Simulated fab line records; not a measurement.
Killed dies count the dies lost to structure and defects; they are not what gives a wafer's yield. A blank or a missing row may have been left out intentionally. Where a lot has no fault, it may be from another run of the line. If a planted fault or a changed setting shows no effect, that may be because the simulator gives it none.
fab line records	flow n5-finfet
[record] lots = 7	wafers = 21
route steps=1938 shown PASSIVATION@1931
start-h: hours from the record's first day to the start of the lot's first wafer shown	wait-h: hours since the lot's step before	" unchanged from the row above	L1.1+2: one row covering several wafers at once	- no value present, or no start provided	* or withheld: withheld	< > ~ a bound
route shown NAME@n: NAME is a module with steps in the file, n the number in the route of the first one	usual: mean/standard deviation taken from wafers without a fault	same: alike in all rows	chamber/n: place in a boat	sites: the reading at each site	_std_site: standard deviation of those values	_edge_site: inner sites' mean taken away from outer sites' mean	radius-mm: for every site, how far away it sits from the centre of the wafer	mask NAME#n: copy n	behind: the most recent tool/chamber to have shaped the wafer	hold: why the lot was held/for how many hours/how that ended	device: which transistor (n, p or np) failed to switch	end of line: tests run on the same wafers once the route is complete	where a step has no rows: the recipe by itself	killed: count of dies lost to structure and defects at first sort (not the wafer's yield)	map: dies across one wafer; x = killed, . = not, _ = none there
set.NAME: setting as actually run; set.NAME@STEP: the setting as run at that earlier step	model.NAME: the simulator's own value behind a step, which no gauge read
one table per step and one row per wafer, for lots whose settings were changed on purpose
[[steps]]
[step N5_PASSIVATION_STRIP_48]
[recipe] chemistry = O2	power-w = 600	temp-c = 60	pressure-mtorr = 30	rf-frequency-hz = 6e+07	bias-power-w = 0	overash-fraction = 0.5	o2-flow-sccm = 225
lot.wafer	tool	chamber	start-h	wait-h	set.temp-c
L075.3+5	rie-diel-06	2,3	267.40	0.1	60
L075.4	"	0	"	"	61.95
L074.2+4	rie-diel-04	3,0	267.65	0.1	60
L074.3	"	1	"	"	57.45
L076.2+5	rie-diel-05	2,0	279.14	0.1	61.23
L076.6	"	1	"	"	60
L087.1	rie-diel-04	0	340.13	0.1	63.19
L087.2+4	"	3,1	"	"	60
L093.2	rie-diel-06	3	386.49	0.7	58.15
L093.3+4	"	2,3	"	"	60
L094.1+2	rie-diel-05	2,0	391.26	0.1	60
L094.5	"	0	"	"	61.62
L095.3+4+5	rie-diel-05	1,0,0	403.21	0.1	60
[step N5_PASSIVATION_STRIP_52]
[recipe] chemistry = post-etch-residue-remover	time-s = 1200	temp-c = 72.5
[step N5_PASSIVATION_CLEAN_71]
[recipe] chemistry = IPA	time-s = 180	temp-c = 25
[step N5_PASSIVATION_SRD_72]
[recipe] dry = ipa-marangoni	time-s = 30	temp-c = 23	rinse-liquid = diw
[step N5_PASSIVATION_ANNEAL_56]
[recipe] temp-c = 400	time-s = 1800	ambient = FGA	idle-temp-c = 300	ramp-up-c-per-min = 5	ramp-down-c-per-min = 3
[step N5_PASSIVATION_PROBE_49]
[usual] defect-limited-yield = 91.3/1.5	killed_at_M0_to_M3 = 35/10	killed_at_M4_up = 12/4.6	killed-at-contacts = 13/6.6	killed-at-front-end = 39/11	killed-at-other = 4/3.4	killed-dies = 103/17	killed-open = 67/13	killed-short = 35/8.2	sort_bin_5_function = 5.1/0.94	sort_bin_6_memory = 3.2/0.7	sort_bin_8_speed = 0.00/0.03	sort-n-pass = 1077/17	sort-yield-pct = 91.3/1.5
[same] gross-dies = 1180	killed-at-back-side = 0	sort_bin_4_leakage[%] = 0
lot.wafer	tool	chamber	start-h	wait-h	set.temp-c@PASSIVATION_STRIP_48	defect-limited-yield[%]	killed_at_M0_to_M3	killed_at_M4_up	killed-at-contacts	killed-at-front-end	killed-at-other	killed-dies	killed-open	killed-short	sort_bin_5_function[%]	sort_bin_6_memory[%]	sort_bin_8_speed[%]	sort-n-pass	sort-yield-pct[%]
L075.3	prober-01	-	269.99	0.1	60	90.5	22	17	6	61	6	112	63	37	5.8	2.5	0	1068	90.5
L075.4	prober-01	-	270.04	0.2	61.95	92.6	30	8	8	39	2	87	58	27	4.8	2.4	0	1093	92.6
L075.5	prober-01	-	270.09	0.2	60	89.8	42	16	1	61	0	120	83	37	6.8	3.1	0	1060	89.8
L074.2	prober-02	-	270.68	0.1	60	0	28	16	6	1128	2	1180	62	40	96.6	3.1	0	0	0
L074.3	prober-02	-	270.73	0.1	57.45	0	25	11	9	1132	3	1180	46	31	97.6	2.0	0	0	0
L074.4	prober-02	-	270.78	0.2	60	0	22	19	7	1129	3	1180	57	31	96.4	3.5	0	0	0
L076.2	prober-01	-	281.68	0.1	61.23	90.9	24	15	35	33	0	107	45	33	4.8	3.7	0	1073	90.9
L076.5	prober-01	-	281.83	0.2	61.23	90.5	44	0	2	63	3	112	70	40	5.3	3.8	0	1068	90.5
L076.6	prober-01	-	281.88	0.3	60	84.9	17	101	24	30	6	178	41	22	12.3	2.5	0	1002	84.9
L087.1	prober-01	-	342.96	0.0	63.19	92.1	26	16	3	41	7	93	60	33	4.7	3.0	0	1087	92.1
L087.2	prober-01	-	343.01	0.1	60	92.5	22	17	5	41	4	89	64	24	4.8	2.3	0	1091	92.5
L087.4	prober-01	-	343.11	0.2	60	90.7	28	16	13	43	10	110	82	27	5.3	3.7	0	1070	90.7
L093.2	prober-02	-	389.03	0.1	58.15	90.3	38	9	14	46	7	114	71	39	5.2	4.2	0	1066	90.3
L093.3	prober-02	-	389.08	0.1	60	91.9	30	8	12	42	3	95	57	35	4.3	3.3	0.08	1085	91.9
L093.4	prober-02	-	389.13	0.2	60	91.1	19	11	6	66	3	105	72	33	5.9	2.7	0	1075	91.1
L094.1	prober-02	-	393.75	0.0	60	0	55	16	9	1100	0	1180	76	40	95.8	3.8	0	0	0
L094.2	prober-02	-	393.80	0.1	60	0	56	7	10	1106	1	1180	79	36	96.5	3.2	0	0	0
L094.5	prober-02	-	393.95	0.2	61.62	0	56	9	17	1096	2	1180	73	37	95.7	4.2	0	0	0
L095.3	prober-02	-	406.21	0.1	60	93.4	23	11	3	41	0	78	46	32	4.4	1.8	0	1102	93.4
L095.4	prober-02	-	406.26	0.2	60	94.9	10	12	15	23	0	60	38	21	2.8	2.2	0	1120	94.9
L095.5	prober-02	-	406.31	0.2	60	92.0	38	11	5	40	0	94	61	33	4.9	2.7	0	1086	92.0
// killed by level:class
L075.3 STI_FIN_REVEAL:geometric-particle:open=18 FIN_SAQP:geometric-particle:short=9 HKMG_FIN:area-etch=9 FIN_SAQP:geometric-particle:open=7 MOL_CONTACT_COAG:geometric-particle:open=6 BEOL_M3:geometric-particle:open=6 STI_FIN_REVEAL:geometric-particle:short=5 BEOL_M4:geometric-particle:open=5
L075.4 STI_FIN_REVEAL:geometric-particle:open=17 FIN_SAQP:geometric-particle:short=8 MOL_CONTACT_COAG:geometric-particle:open=8 BEOL_M0_SAQP:geometric-particle:open=8 BEOL_M3:geometric-particle:open=8 BEOL_M0_SAQP:geometric-particle:short=5 BEOL_M1:geometric-particle:open=3 STARTING-WAFER:geometric-particle:short=3
L075.5 STI_FIN_REVEAL:geometric-particle:open=19 BEOL_M0_SAQP:geometric-particle:open=15 FIN_SAQP:geometric-particle:short=14 FIN_SAQP:geometric-particle:open=9 BEOL_M4:geometric-particle:open=8 BEOL_M3:geometric-particle:open=7 BEOL_M0_SAQP:geometric-particle:short=6 BEOL_M2:geometric-particle:open=6
L074.2 DUMMY_GATE:area-cvd=1077 DUMMY_GATE:geometric-particle:open=9 FIN_SAQP:geometric-particle:short=7 BEOL_M0_SAQP:geometric-particle:short=7 BEOL_M4:geometric-particle:open=7 STI_FIN_REVEAL:geometric-particle:open=6 MOL_CONTACT_COAG:geometric-particle:open=6 BEOL_M0_SAQP:geometric-particle:open=5
L074.3 DUMMY_GATE:area-cvd=1101 BEOL_M0_SAQP:geometric-particle:short=10 DUMMY_GATE:geometric-particle:open=6 MOL_CONTACT_COAG:geometric-particle:short=6 GATE_CUT:geometric-particle:short=5 FIN_SAQP:geometric-particle:open=4 BEOL_M0_SAQP:geometric-particle:open=4 GATE_CUT:geometric-particle:open=4
L074.4 DUMMY_GATE:area-cvd=1090 BEOL_M4:geometric-particle:open=9 FIN_SAQP:geometric-particle:open=8 FIN_SAQP:geometric-particle:short=7 BEOL_M1:geometric-particle:open=7 STI_FIN_REVEAL:geometric-particle:open=6 DUMMY_GATE:geometric-particle:open=6 MOL_CONTACT_COAG:geometric-particle:open=5
L076.2 MOL_CONTACT_COAG:area-expose=29 BEOL_M2:geometric-particle:open=11 BEOL_M0_SAQP:geometric-particle:short=9 DUMMY_GATE:geometric-particle:open=7 FIN_SAQP:geometric-particle:short=5 GATE_CUT:geometric-particle:short=5 BEOL_M4:geometric-particle:open=5 BEOL_M5:geometric-particle:open=5
L076.5 STI_FIN_REVEAL:geometric-particle:open=21 BEOL_M0_SAQP:geometric-particle:open=11 BEOL_M0_SAQP:geometric-particle:short=11 FIN_SAQP:geometric-particle:short=9 BEOL_M2:geometric-particle:open=9 GATE_CUT:geometric-particle:short=8 BEOL_M1:geometric-particle:open=8 FIN_SAQP:geometric-particle:open=6
L076.6 BEOL_M11:area-etch=95 MOL_CONTACT_COAG:area-expose=19 STI_FIN_REVEAL:geometric-particle:open=6 ILD0:geometric-particle:short=6 MOL_CONTACT_COAG:geometric-particle:open=5 BEOL_M0_SAQP:geometric-particle:open=5 BEOL_M0_SAQP:geometric-particle:short=5 STARTING-WAFER:geometric-particle:open=4
L087.1 FIN_SAQP:geometric-particle:short=11 FIN_SAQP:geometric-particle:open=9 BEOL_M0:geometric-particle:open=6 BEOL_M2:geometric-particle:open=6 DUMMY_GATE:geometric-particle:open=5 BEOL_M1:geometric-particle:open=5 STARTING-WAFER:geometric-particle:open=3 STI_FIN_REVEAL:geometric-particle:open=3
L087.2 FIN_SAQP:geometric-particle:open=13 STI_FIN_REVEAL:geometric-particle:open=7 BEOL_M3:geometric-particle:open=7 BEOL_M2:geometric-particle:open=6 BEOL_M4:geometric-particle:open=6 FIN_SAQP:geometric-particle:short=5 DUMMY_GATE:geometric-particle:open=4 BEOL_M1:geometric-particle:open=4
L087.4 FIN_SAQP:geometric-particle:open=17 MOL_CONTACT_COAG:geometric-particle:open=12 BEOL_M3:geometric-particle:open=8 FIN_SAQP:geometric-particle:short=6 BEOL_M2:geometric-particle:open=6 STI_FIN_REVEAL:geometric-particle:open=5 BEOL_M0_SAQP:geometric-particle:open=5 MIM_TOP_ETCH:geometric-particle:short=5
L093.2 BEOL_M0_SAQP:geometric-particle:short=13 MOL_CONTACT_COAG:geometric-particle:open=12 FIN_SAQP:geometric-particle:open=11 STI_FIN_REVEAL:geometric-particle:open=11 FIN_SAQP:geometric-particle:short=10 BEOL_M2:geometric-particle:open=9 BEOL_M0_SAQP:geometric-particle:open=9 STARTING-WAFER:geometric-particle:open=4
L093.3 FIN_SAQP:geometric-particle:short=13 MOL_CONTACT_COAG:geometric-particle:open=12 BEOL_M0_SAQP:geometric-particle:short=8 BEOL_M0_SAQP:geometric-particle:open=7 BEOL_M1:geometric-particle:open=7 FIN_SAQP:geometric-particle:open=6 STI_FIN_REVEAL:geometric-particle:open=6 BEOL_M5:geometric-particle:open=5
L093.4 FIN_SAQP:geometric-particle:open=20 FIN_SAQP:geometric-particle:short=18 STI_FIN_REVEAL:geometric-particle:open=17 BEOL_M0_SAQP:geometric-particle:short=7 MOL_CONTACT_COAG:geometric-particle:open=6 BEOL_M0_SAQP:geometric-particle:open=6 DUMMY_GATE:geometric-particle:open=4 BEOL_M3:geometric-particle:open=4
L094.1 DUMMY_GATE:area-cvd=1064 BEOL_M0_SAQP:geometric-particle:open=14 BEOL_M0_SAQP:geometric-particle:short=13 BEOL_M1:geometric-particle:open=10 BEOL_M3:geometric-particle:open=9 FIN_SAQP:geometric-particle:open=8 FIN_SAQP:geometric-particle:short=7 BEOL_M4:geometric-particle:open=7
L094.2 DUMMY_GATE:area-cvd=1064 BEOL_M0_SAQP:geometric-particle:open=12 BEOL_M2:geometric-particle:open=12 MOL_CONTACT_COAG:geometric-particle:open=9 BEOL_M0_SAQP:geometric-particle:short=9 FIN_SAQP:geometric-particle:short=7 BEOL_M1:geometric-particle:open=7 BEOL_M3:geometric-particle:open=7
L094.5 DUMMY_GATE:area-cvd=1069 BEOL_M3:geometric-particle:open=19 MOL_CONTACT_COAG:geometric-particle:open=14 BEOL_M0_SAQP:geometric-particle:short=9 BEOL_M1:geometric-particle:open=8 FIN_SAQP:geometric-particle:open=6 BEOL_M2:geometric-particle:open=6 BEOL_M0_SAQP:geometric-particle:open=5
L095.3 FIN_SAQP:geometric-particle:short=15 FIN_SAQP:geometric-particle:open=8 BEOL_M1:geometric-particle:open=6 BEOL_M2:geometric-particle:open=6 BEOL_M0_SAQP:geometric-particle:open=4 STI_FIN_REVEAL:geometric-particle:open=3 DUMMY_GATE:geometric-particle:open=3 SPACER0:geometric-particle:open=3
L095.4 MOL_CONTACT_COAG:geometric-particle:open=11 FIN_SAQP:geometric-particle:open=6 FIN_SAQP:geometric-particle:short=4 MOL_CONTACT_COAG:geometric-particle:short=4 BEOL_M4:geometric-particle:open=4 STI_FIN_REVEAL:geometric-particle:open=3 GATE_CUT:geometric-particle:short=3 BEOL_M0_SAQP:geometric-particle:open=3
L095.5 FIN_SAQP:geometric-particle:open=12 BEOL_M0_SAQP:geometric-particle:open=11 BEOL_M0_SAQP:geometric-particle:short=8 BEOL_M3:geometric-particle:open=7 STARTING-WAFER:geometric-particle:short=6 FIN_SAQP:geometric-particle:short=5 MOL_CONTACT_COAG:geometric-particle:open=5 BEOL_M4:geometric-particle:open=4
[[key]]
[split] step = N5_PASSIVATION_STRIP_48	setting = temp-c	stated = 60	by = wafer
[response] step = N5_PASSIVATION_PROBE_49	reading = killed_at_M4_up	shape = bent	at-lowest = 11	at-stated = 20	at-highest = 16
